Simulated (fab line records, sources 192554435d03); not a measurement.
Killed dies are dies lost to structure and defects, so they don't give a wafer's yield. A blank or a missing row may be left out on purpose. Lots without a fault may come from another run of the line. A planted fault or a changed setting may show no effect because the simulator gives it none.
Split-lot experiment | flow n5_finfet | 7 lots, 39 wafers read, on a route of 1938 steps

THE SPLIT
At N5_HKMG_FIN_ETCH_54 (etches SiARC in CF4, target depth 45.5 nm, time 75.8 s), the setting source_w was moved away from the recipe's 545 W on 18 of the 39 wafers read, by -16.1% to +15.4%. The other wafers ran this setting at the recipe's value.

The reading is taken at the split's own step.

THE READING
rf_vpp_V, in V, at N5_HKMG_FIN_ETCH_54 (etches SiARC in CF4, target depth 45.5 nm, time 75.8 s). Fault-free wafers of this fab line usually give 184.4 V, standard deviation 1.1 V.

wafer  | tool, chamber at the split | source_w as run, W | against the recipe | rf_vpp_V, V | against lot-mates on the recipe
L078.1 | rie_diel-03, 0             | 457                | -16.1%             | 196.3       | +12.7
L078.2 | rie_diel-03, 3             | 545                | recipe             | 183.1       | -
L078.3 | rie_diel-03, 1             | 545                | recipe             | 183.0       | -
L078.4 | rie_diel-03, 3             | 545                | recipe             | 184.6       | -
L078.5 | rie_diel-03, 0             | 457                | -16.1%             | 197.3       | +13.7
L078.6 | rie_diel-03, 1             | 457                | -16.1%             | 196.4       | +12.8
L080.1 | rie_diel-03, 0             | 545                | recipe             | 183.6       | -
L080.2 | rie_diel-03, 1             | 545                | recipe             | 184.3       | -
L080.3 | rie_diel-03, 3             | 545                | recipe             | 182.9       | -
L080.4 | rie_diel-03, 1             | 629                | +15.4%             | 174.9       | -8.7
L080.5 | rie_diel-03, 0             | 629                | +15.4%             | 177.4       | -6.2
L080.6 | rie_diel-03, 3             | 629                | +15.4%             | 174.1       | -9.5
L084.1 | rie_diel-01, 3             | 545                | recipe             | 183.2       | -
L084.2 | rie_diel-01, 2             | 545                | recipe             | 185.1       | -
L084.3 | rie_diel-01, 0             | 545                | recipe             | 185.0       | -
L084.4 | rie_diel-01, 1             | 588.5              | +8.0%              | 179.5       | -4.9
L084.5 | rie_diel-01, 2             | 588.5              | +8.0%              | 179.2       | -5.2
L084.6 | rie_diel-01, 1             | 588.5              | +8.0%              | 178.6       | -5.8
L087.1 | rie_diel-01, 1             | 512.1              | -6.0%              | 189.0       | +5.0
L087.2 | rie_diel-01, 0             | 512.1              | -6.0%              | 188.2       | +4.2
L087.3 | rie_diel-01, 2             | 545                | recipe             | 184.0       | -
L087.4 | rie_diel-01, 3             | 545                | recipe             | 184.0       | -
L087.5 | rie_diel-01, 0             | 545                | recipe             | 183.9       | -
L087.6 | rie_diel-01, 3             | 512.1              | -6.0%              | 186.8       | +2.8
L089.1 | rie_diel-06, 2             | 518.2              | -4.9%              | 188.1       | +2.6
L089.2 | rie_diel-06, 0             | 518.2              | -4.9%              | 187.3       | +1.8
L089.3 | rie_diel-06, 3             | 518.2              | -4.9%              | 186.0       | +0.5
L089.4 | rie_diel-06, 1             | 545                | recipe             | 186.4       | -
L089.5 | rie_diel-06, 3             | 545                | recipe             | 184.6       | -
L089.6 | rie_diel-06, 2             | 545                | recipe             | 185.6       | -
L090.1 | rie_diel-03, 2             | 545                | recipe             | 184.4       | -
L090.2 | rie_diel-03, 1             | 545                | recipe             | 182.3       | -
L090.3 | rie_diel-03, 0             | 545                | recipe             | 184.1       | -
L093.1 | rie_diel-01, 2             | 588.3              | +7.9%              | 178.4       | -5.9
L093.2 | rie_diel-01, 1             | 588.3              | +7.9%              | 179.0       | -5.3
L093.3 | rie_diel-01, 3             | 545                | recipe             | 184.3       | -
L093.4 | rie_diel-01, 2             | 588.3              | +7.9%              | 178.5       | -5.8
L093.5 | rie_diel-01, 3             | 545                | recipe             | 183.3       | -
L093.6 | rie_diel-01, 1             | 545                | recipe             | 185.3       | -

THE FIT
A straight line over all 39 wafers: rf_vpp_V changes by -0.669 V for each +1% of source_w; r = -0.98; the points scatter about the line by 1.1 V.
The same after taking each lot's own level away (the mean of its wafers on the recipe; 39 wafers): -0.667 V for each +1%; r = -0.97; scatter 1.3 V.
On that fit, the largest move of source_w shifts the reading by 11 V.
The lots' own levels span 183.57 to 185.53 V, that is 1.8 times the standard deviation above.
So the lot-to-lot level changes the slope little: the two slopes agree.
Check: with one of the wafers moved furthest among these (-16.1%) left out of the fit, the line predicts +10.6 V for it against its lot-mates. It came out at +12.7 V against them.
Tool readings at the split's step, against how far the setting was moved: etch_rf_on_time_s r = -0.94; rf_vpp_V r = -0.98.

OTHER SPLITS ON THESE WAFERS
These wafers also went through other splits before the reading. Each is held against what the fit with the lots' levels taken away leaves over:
other split on the same wafers       | wafers away from the commonest value | r with rf_vpp_V (lot level and that fit taken away)
N5_DUMMY_GATE_ETCH_31 target_depth_a | 9                                    | -0.20

THE WHOLE CHAIN: every reading that the file lists as answering this split, in the file's order
step                | what it does                                           | reading           | change (the file's fit)              | r (the file's)
N5_HKMG_FIN_ETCH_54 | etches SiARC in CF4, target depth 45.5 nm, time 75.8 s | etch_rf_on_time_s | withheld for each +1% of the setting | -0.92
N5_HKMG_FIN_ETCH_54 | etches SiARC in CF4, target depth 45.5 nm, time 75.8 s | rf_vpp_V          | -0.666 V for each +1% of the setting | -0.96

THE FILE'S OWN FIT
rf_vpp_V changes by -0.666 V for each +1% of source_w, r = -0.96.
